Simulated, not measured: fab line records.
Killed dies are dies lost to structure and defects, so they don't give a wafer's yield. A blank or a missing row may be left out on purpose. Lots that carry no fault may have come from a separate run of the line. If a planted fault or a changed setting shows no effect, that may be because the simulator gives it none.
Lot-split experiment	flow n5Finfet	39 wafers read across 7 lots, on a route 1938 steps long

ABOUT THE SPLIT
At N5_BEOL_M13_ETCH_68 (etches SOC in N2/H2, time 355 s), the setting timeS was moved away from the recipe's 355 s on 12 of the 39 wafers read, by -56.3% to +52.7%. This setting was run at the recipe's value on the other wafers.

The split's own step is where the reading is taken.

THE READING
SiARC_of_BEOL_M13_COAT_66.thkNm (the simulator's own value, which no gauge read), in nm, at N5_BEOL_M13_ETCH_68 (etches SOC in N2/H2, time 355 s). No usual value for it is given in the file. Here, 27 wafers ran the recipe; their average is 77.4 nm with a standard deviation of 0.5 nm.

wafer	tool, chamber at the split	timeS as run, s	against the recipe	SiARC_of_BEOL_M13_COAT_66.thkNm, nm	against lot-mates on the recipe
L082.1	rieDiel-03, 0	155.3	-56.3%	95.6	+18.7
L082.6	rieDiel-03, 0	155.3	-56.3%	95.6	+18.7
L082.2	rieDiel-03, 2	155.3	-56.3%	95.8	+18.9
L082.3	rieDiel-03, 1,3	355	recipe	77	-
L082.4	rieDiel-03, 1,3	355	recipe	77	-
L082.5	rieDiel-03, 3	355	recipe	76.8	-
L088.1	rieDiel-02, 3	355	recipe	77.8	-
L088.2	rieDiel-02, 1	355	recipe	78	-
L088.3	rieDiel-02, 2,3	277.5	-21.8%	84.4	+6.7
L088.5	rieDiel-02, 2,3	277.5	-21.8%	84.4	+6.7
L088.4	rieDiel-02, 2	277.5	-21.8%	85	+7.3
L088.6	rieDiel-02, 1	355	recipe	77.4	-
L086.1	rieDiel-05, 2	355	recipe	77.2	-
L086.2	rieDiel-05, 1	355	recipe	77.6	-
L086.3	rieDiel-05, 0	355	recipe	78	-
L086.4	rieDiel-05, 3,3,2	355	recipe	77.4	-
L086.5	rieDiel-05, 3,3,2	355	recipe	77.4	-
L086.6	rieDiel-05, 3,3,2	355	recipe	77.4	-
L089.1	rieDiel-05, 0	542.2	+52.7%	59.6	-17.2
L089.2	rieDiel-05, 1	542.2	+52.7%	59	-17.8
L089.3	rieDiel-05, 2	542.2	+52.7%	58.2	-18.6
L089.4	rieDiel-05, 3	355	recipe	76.6	-
L089.5	rieDiel-05, 3	355	recipe	77	-
L089.6	rieDiel-05, 0	355	recipe	76.8	-
L092.1	rieDiel-02, 1	355	recipe	77.6	-
L092.5	rieDiel-02, 1	355	recipe	77.6	-
L092.2	rieDiel-02, 0	355	recipe	77	-
L092.3	rieDiel-02, 2	355	recipe	78	-
L092.4	rieDiel-02, 0	355	recipe	76.8	-
L092.6	rieDiel-02, 2	355	recipe	78.4	-
L093.2	rieDiel-02, 0	355	recipe	76.6	-
L093.3	rieDiel-02, 1	355	recipe	78	-
L093.5	rieDiel-02, 2	355	recipe	78.2	-
L097.1	rieDiel-02, 2	526.5	+48.3%	60	-17.1
L097.2	rieDiel-02, 3,0	526.5	+48.3%	60.6	-16.5
L097.6	rieDiel-02, 3,0	526.5	+48.3%	60.6	-16.5
L097.3	rieDiel-02, 0,3	355	recipe	77	-
L097.5	rieDiel-02, 0,3	355	recipe	77	-
L097.4	rieDiel-02, 1	355	recipe	77.2	-
When a row names more than one chamber, that row covers several wafers, and the file does not tell which wafer ran in which chamber.

FIT RESULTS
A straight line over all 39 wafers: SiARC_of_BEOL_M13_COAT_66.thkNm changes by -0.34 nm for each +1% of timeS; r = -1.00; the points scatter about the line by 0.55 nm.
The same after taking each lot's own level away (the mean of its wafers on the recipe; 39 wafers): -0.337 nm for each +1%; r = -1.00; scatter 0.42 nm.
That fit puts the effect of the largest move of timeS on the reading at 19 nm.
From 76.80 to 77.73 nm: that is the span of the lots' own levels, equal to 1.9 times the standard deviation above.
The two slopes agree, so the slope changes little with the lot-to-lot level.
Check: +18.9 nm against its lot-mates is what the line predicts for one of the wafers moved furthest among these (-56.3%) when that wafer is left out of the fit. Against them it came out at +18.7 nm.

OTHER SPLITS APPLIED TO THESE WAFERS
These wafers also went through other splits before the reading. Each is held against what the fit with the lots' levels taken away leaves over:
other split on the same wafers	wafers away from the commonest value	r with SiARC_of_BEOL_M13_COAT_66.thkNm (lot level and that fit taken away)
N5_BEOL_M2_TRENCH_ETCH_37 timeS	9	-0.07
N5_BEOL_M8_ILD_DEP_00 targetThkA	9	+0.04

THE FILE'S OWN FIT
SiARC_of_BEOL_M13_COAT_66.thkNm changes by -0.337 nm for each +1% of timeS, r = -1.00.
